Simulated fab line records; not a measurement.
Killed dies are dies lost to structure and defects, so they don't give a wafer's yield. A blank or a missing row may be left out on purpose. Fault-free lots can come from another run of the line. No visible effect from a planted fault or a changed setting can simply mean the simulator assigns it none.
Which tool was responsible?	flow nandHarc	24 lots, 72 wafers sampled, at 6 steps of a route of 1159

## WHAT EACH GAUGE READ, for each wafer
NHARC_P_M0_CD_MEAS_16. Usual: cdNm reads 90.2 nm (standard deviation 0.87).
lot	measured	on	cdNm (nm)	flag
L074	day 5 15:01	cdSem-03	91.4 91.4 91.1	
L077	day 6 15:16	cdSem-02	89.5 89.1 90.3	
L076	day 6 15:49	cdSem-02	89.3 87.4 89.9	
L078	day 6 18:58	cdSem-02	91.0 91.6 91.2	
L075	day 6 19:13	cdSem-03	89.0 89.1 89.3	
L079	day 7 10:00	cdSem-03	91.2 90.4 90.6	
L080	day 7 12:43	cdSem-01	90.8 89.9 90.8	
L081	day 7 13:53	cdSem-01	89.4 89.7 90.8	
L082	day 7 18:14	cdSem-02	89.1 88.8 88.7	
L083	day 8 07:34	cdSem-01	89.7 91.0 91.1	
L087	day 9 00:22	cdSem-02	89.5 89.3 89.3	
L086	day 9 00:31	cdSem-02	89.8 88.6 89.8	
L084	day 9 00:48	cdSem-01	90.0 91.5 90.8	
L085	day 9 10:34	cdSem-01	89.9 89.5 90.0	
L088	day 9 14:46	cdSem-02	89.3 90.3 89.9	
L089	day 9 15:34	cdSem-01	90.7 90.5 91.4	
L090	day 9 20:00	cdSem-03	88.5 88.4 90.1	
L091	day 9 23:34	cdSem-02	90.0 91.0 89.8	
L093	day 10 09:08	cdSem-02	90.5 90.7 87.9	
L092	day 10 09:42	cdSem-01	91.1 89.6 89.6	
L094	day 10 15:07	cdSem-03	90.8 90.7 90.3	
L096	day 11 02:32	cdSem-03	90.8 89.9 90.0	
L095	day 11 03:05	cdSem-01	89.1 91.1 88.9	
L097	day 12 02:04	cdSem-02	91.1 90.3 89.2	

NHARC_P_BONDPAD_THK_MEAS_20: measures by xrf. Usual: thkNm reads 160.9 nm (standard deviation 1.4).
lot	measured	on	thkNm (nm)	flag
L074	day 6 05:59	filmMetro-01	160.3 159.6 159.6	
L077	day 7 06:55	filmMetro-02	162.6 161.6 162.0	
L076	day 7 07:09	filmMetro-01	160.1 161.7 162.1	
L078	day 7 10:05	filmMetro-02	160.3 160.5 158.6	
L075	day 7 10:24	filmMetro-01	161.0 160.6 159.5	
L079	day 8 02:01	filmMetro-02	161.5 161.0 160.6	
L080	day 8 03:59	filmMetro-01	158.8 158.7 160.0	
L081	day 8 04:46	filmMetro-02	163.0 162.9 161.0	
L082	day 8 09:21	filmMetro-01	161.4 160.0 161.4	
L083	day 8 22:25	filmMetro-01	160.9 162.9 160.0	
L087	day 9 15:33	filmMetro-01	159.9 162.9 162.0	
L086	day 9 16:17	filmMetro-02	158.3 160.6 157.8	
L084	day 9 17:34	filmMetro-02	156.9 160.8 161.8	
L085	day 10 01:23	filmMetro-01	160.0 160.7 161.1	
L088	day 10 07:13	filmMetro-01	163.1 161.8 160.7	
L089	day 10 07:46	filmMetro-02	160.6 160.4 163.1	
L090	day 10 12:28	filmMetro-02	158.0 163.1 163.2	
L091	day 10 15:01	filmMetro-02	159.8 163.8 161.4	
L093	day 11 00:07	filmMetro-02	163.1 160.9 161.7	
L092	day 11 00:43	filmMetro-02	160.0 161.1 159.5	
L094	day 11 06:16	filmMetro-01	159.7 158.5 156.3	
L096	day 11 17:39	filmMetro-01	163.3 160.2 160.3	
L095	day 11 18:23	filmMetro-01	161.1 160.2 161.2	
L097	day 12 20:08	filmMetro-01	160.3 161.6 159.5	

## WHAT TOOL EACH LOT RAN ON (gives the tool, then ch and the chambers of the sampled wafers, and finally the start)
lot	NHARC_P_CONTACT_DEP_00	NHARC_P_M0_DESCUM_14	NHARC_P_M1_DEGAS_29	NHARC_P_M2_DEGAS_29
L074	pecvd-01 ch 0,1, day 5 14:43 or earlier	rieDiel-05 ch 0,1,2, day 5 14:43	pvdSputter-02, day 5 19:51	pvdSputter-03, day 6 00:01
L077	pecvd-01 ch 0,1,2, day 6 14:57 or earlier	rieDiel-05 ch 2,3, day 6 14:57	pvdSputter-03, day 6 20:08	pvdSputter-02, day 7 00:32
L076	pecvd-04 ch 0,1,2, day 6 15:30 or earlier	rieDiel-07 ch 1,2, day 6 15:30	pvdSputter-01, day 6 20:46	pvdSputter-03, day 7 01:03
L078	pecvd-01 ch 0,1,2, day 6 18:40 or earlier	rieDiel-05 ch 0,2, day 6 18:40	pvdSputter-01, day 6 23:47	pvdSputter-01, day 7 04:03
L075	pecvd-04 ch 0,1, day 6 18:55 or earlier	rieDiel-06 ch 0,2, day 6 18:55	pvdSputter-02, day 6 23:56	pvdSputter-03, day 7 04:27
L079	pecvd-04 ch 0,1, day 7 09:42 or earlier	rieDiel-05 ch 1,2, day 7 09:42	pvdSputter-02, day 7 14:47	pvdSputter-03, day 7 19:04
L080	pecvd-03 ch 0,2, day 7 12:25 or earlier	rieDiel-05 ch 0,1,2, day 7 12:25	pvdSputter-03, day 7 17:35	pvdSputter-02, day 7 21:49
L081	pecvd-01 ch 0,2, day 7 13:35 or earlier	rieDiel-05 ch 0,2,3, day 7 13:35	pvdSputter-02, day 7 18:40	pvdSputter-02, day 7 22:49
L082	pecvd-01 ch 1,2, day 7 17:56 or earlier	rieDiel-05 ch 0,1, day 7 17:56	pvdSputter-02, day 7 23:00	pvdSputter-02, day 8 03:26
L083	pecvd-01 ch 0,1,2, day 8 07:13 or earlier	rieDiel-05 ch 1,2,3, day 8 07:13	pvdSputter-02, day 8 12:21	pvdSputter-03, day 8 16:28
L087	pecvd-04 ch 0,1,2, day 9 00:04 or earlier	rieDiel-05 ch 1,2, day 9 00:04	pvdSputter-01, day 9 05:14	pvdSputter-03, day 9 09:24
L086	pecvd-01 ch 0,1, day 9 00:13 or earlier	rieDiel-07 ch 0,2,3, day 9 00:13	pvdSputter-03, day 9 05:36	pvdSputter-02, day 9 09:56
L084	pecvd-04 ch 1,2, day 9 00:31 or earlier	rieDiel-05 ch 0,1,2, day 9 00:31	pvdSputter-02, day 9 05:43	pvdSputter-01, day 9 10:22
L085	pecvd-04 ch 0,1,2, day 9 10:16 or earlier	rieDiel-06 ch 0,1,2, day 9 10:16	pvdSputter-03, day 9 15:16	pvdSputter-01, day 9 19:26
L088	pecvd-04 ch 1,2, day 9 14:28 or earlier	rieDiel-05 ch 0,2, day 9 14:28	pvdSputter-02, day 9 20:59	pvdSputter-01, day 10 01:25
L089	pecvd-03 ch 1,2, day 9 15:14 or earlier	rieDiel-05 ch 1,2, day 9 15:14	pvdSputter-03, day 9 21:34	pvdSputter-01, day 10 01:55
L090	pecvd-01 ch 0,1,2, day 9 19:42 or earlier	rieDiel-06 ch 0,1,2, day 9 19:42	pvdSputter-03, day 10 00:52	pvdSputter-03, day 10 04:55
L091	pecvd-01 ch 0,2, day 9 23:16 or earlier	rieDiel-05 ch 2,3, day 9 23:16	pvdSputter-01, day 10 04:45	pvdSputter-01, day 10 08:57
L093	pecvd-03 ch 0,1,2, day 10 08:47 or earlier	rieDiel-05 ch 0,2, day 10 08:47	pvdSputter-03, day 10 13:56	pvdSputter-01, day 10 18:11
L092	pecvd-03 ch 0,1,2, day 10 09:21 or earlier	rieDiel-05 ch 0,2, day 10 09:21	pvdSputter-02, day 10 14:35	pvdSputter-02, day 10 18:47
L094	pecvd-03 ch 0,1,2, day 10 14:46 or earlier	rieDiel-06 ch 0,1, day 10 14:46	pvdSputter-01, day 10 20:08	pvdSputter-01, day 11 00:19
L096	pecvd-04 ch 0,1,2, day 11 02:15 or earlier	rieDiel-07 ch 0,1,3, day 11 02:15	pvdSputter-01, day 11 07:26	pvdSputter-01, day 11 11:43
L095	pecvd-04 ch 0,1,2, day 11 02:47 or earlier	rieDiel-05 ch 2,3, day 11 02:47	pvdSputter-02, day 11 08:08	pvdSputter-02, day 11 12:10
L097	pecvd-01 ch 0,1,2, day 12 01:47 or earlier	rieDiel-07 ch 0,1,3, day 12 01:47	pvdSputter-02, day 12 07:02	pvdSputter-02, day 12 11:13
- NHARC_P_CONTACT_DEP_00: deposits SiO2, target thk 500 nm.
- NHARC_P_M0_DESCUM_14: chemistry O2, time 3 s.
- NHARC_P_M1_DEGAS_29: time 60 s.
- NHARC_P_M2_DEGAS_29: time 60 s.

## WHAT THE TOOLS THEMSELVES READ (means of the sampled wafers that have a number; where no wafer has one, the mark that the record gives instead)
NHARC_P_CONTACT_DEP_00. Usual: heaterPowerW 510 W, standard deviation 72; mfcPrecursorSccm 161.4 sccm, standard deviation 0.48; throttleValvePct 15.8 %, standard deviation 0.48.
lot	tool	heaterPowerW (W)	mfcPrecursorSccm (sccm)	throttleValvePct (%)	flag
L074	pecvd-01	590	160.8	15.9	
L077	pecvd-01	514	161.1	15.8	
L076	pecvd-04	470	161.3	15.7	
L078	pecvd-01	548	161.1	15.8	
L075	pecvd-04	474	161.0	15.6	
L079	pecvd-04	468	161.4	15.5	
L080	pecvd-03	479	161.4	16.2	
L081	pecvd-01	451	161.9	16.3	
L082	pecvd-01	497	161.4	15.7	
L083	pecvd-01	519	161.0	16.0	
L087	pecvd-04	501	161.3	15.8	
L086	pecvd-01	529	160.8	15.9	
L084	pecvd-04	490	162.2	15.7	
L085	pecvd-04	519	161.7	15.8	
L088	pecvd-04	512	161.3	15.7	
L089	pecvd-03	492	161.2	16.1	
L090	pecvd-01	555	161.3	15.7	
L091	pecvd-01	453	161.4	16.4	
L093	pecvd-03	480	160.8	16.0	
L092	pecvd-03	454	161.0	16.1	
L094	pecvd-03	485	161.4	16.0	
L096	pecvd-04	518	161.5	15.7	
L095	pecvd-04	501	161.4	15.6	
L097	pecvd-01	547	161.5	15.6	

NHARC_P_M0_DESCUM_14. Usual: drypumpMotorCurrentA 5.8 A, standard deviation 0.47; oesProductAu 0.996 a.u., standard deviation 0.011; rfVppV 57.8 V, standard deviation 0.86; showerheadPlenumPTorr 1.94 Torr, standard deviation 0.054; throttleValvePct 11.311 %, standard deviation 0.01.
lot	tool	drypumpMotorCurrentA (A)	oesProductAu (a.u.)	rfVppV (V)	showerheadPlenumPTorr (Torr)	throttleValvePct (%)	flag
L074	rieDiel-05	5.6	0.999	57.4	1.92	11.328	
L077	rieDiel-05	6.3	1.004	57.7	1.90	11.308	
L076	rieDiel-07	5.7	1.000	57.9	2.00	11.315	
L078	rieDiel-05	6.1	1.007	56.8	1.88	11.314	
L075	rieDiel-06	6.0	1.002	56.8	1.92	11.325	
L079	rieDiel-05	5.6	0.995	58.2	1.93	11.306	
L080	rieDiel-05	5.6	0.993	57.7	1.92	11.308	
L081	rieDiel-05	5.9	0.999	57.9	1.93	11.312	
L082	rieDiel-05	5.3	1.001	58.3	1.95	11.314	
L083	rieDiel-05	5.9	0.992	57.9	1.94	11.318	
L087	rieDiel-05	6.0	0.992	57.5	1.89	11.311	
L086	rieDiel-07	5.9	1.003	58.0	1.96	11.305	
L084	rieDiel-05	5.6	0.987	57.7	1.92	11.315	
L085	rieDiel-06	6.0	0.999	57.6	1.91	11.307	
L088	rieDiel-05	5.7	0.991	57.2	1.91	11.315	
L089	rieDiel-05	5.6	0.975	58.4	1.93	11.315	
L090	rieDiel-06	6.0	0.997	58.1	1.91	11.318	
L091	rieDiel-05	6.1	0.998	57.0	1.95	11.316	
L093	rieDiel-05	5.7	0.992	57.4	1.90	11.316	
L092	rieDiel-05	6.1	0.980	57.7	1.88	11.309	
L094	rieDiel-06	6.0	1.009	57.7	1.91	11.312	
L096	rieDiel-07	5.7	1.000	58.2	1.97	11.309	
L095	rieDiel-05	6.3	0.990	57.4	1.90	11.306	
L097	rieDiel-07	5.7	1.005	57.9	1.97	11.308	

NHARC_P_M1_DEGAS_29. Usual: heaterPowerW reads 356 W (standard deviation 54).
lot	tool	heaterPowerW (W)	flag
L074	pvdSputter-02	341	
L077	pvdSputter-03	382	
L076	pvdSputter-01	352	
L078	pvdSputter-01	355	
L075	pvdSputter-02	393	
L079	pvdSputter-02	434	
L080	pvdSputter-03	374	
L081	pvdSputter-02	367	
L082	pvdSputter-02	427	
L083	pvdSputter-02	329	
L087	pvdSputter-01	347	
L086	pvdSputter-03	356	
L084	pvdSputter-02	390	
L085	pvdSputter-03	361	
L088	pvdSputter-02	426	
L089	pvdSputter-03	388	
L090	pvdSputter-03	374	
L091	pvdSputter-01	363	
L093	pvdSputter-03	353	
L092	pvdSputter-02	375	
L094	pvdSputter-01	338	
L096	pvdSputter-01	363	
L095	pvdSputter-02	368	
L097	pvdSputter-02	355	

NHARC_P_M2_DEGAS_29. Usual: heaterPowerW reads 356 W (standard deviation 47).
lot	tool	heaterPowerW (W)	flag
L074	pvdSputter-03	349	
L077	pvdSputter-02	304	
L076	pvdSputter-03	353	
L078	pvdSputter-01	349	
L075	pvdSputter-03	393	
L079	pvdSputter-03	340	
L080	pvdSputter-02	324	
L081	pvdSputter-02	379	
L082	pvdSputter-02	362	
L083	pvdSputter-03	386	
L087	pvdSputter-03	341	
L086	pvdSputter-02	326	
L084	pvdSputter-01	363	
L085	pvdSputter-01	337	
L088	pvdSputter-01	365	
L089	pvdSputter-01	356	
L090	pvdSputter-03	367	
L091	pvdSputter-01	339	
L093	pvdSputter-01	356	
L092	pvdSputter-02	320	
L094	pvdSputter-01	339	
L096	pvdSputter-01	346	
L095	pvdSputter-02	377	
L097	pvdSputter-02	366	

## THE ANSWER, worked out from the rows above alone
Rule: take the mean of a lot's wafers that have a number; if it is more than 3 standard deviations from the usual mean, the lot is off. Also off: a lot with no number at a reading for which 4 or more lots have one. Where the step has rows for the other lots, those lots are counted as sound. First the gauges in route order, then the tools' own readings, where a lot's mean is used as printed above. At the first step where some lot is off, the reading lying furthest off is the one used; lots without a number count as furthest.
None of the lots is off at any reading shown; this tells nothing.

## WHAT WAS PUT IN BY THE SIMULATOR
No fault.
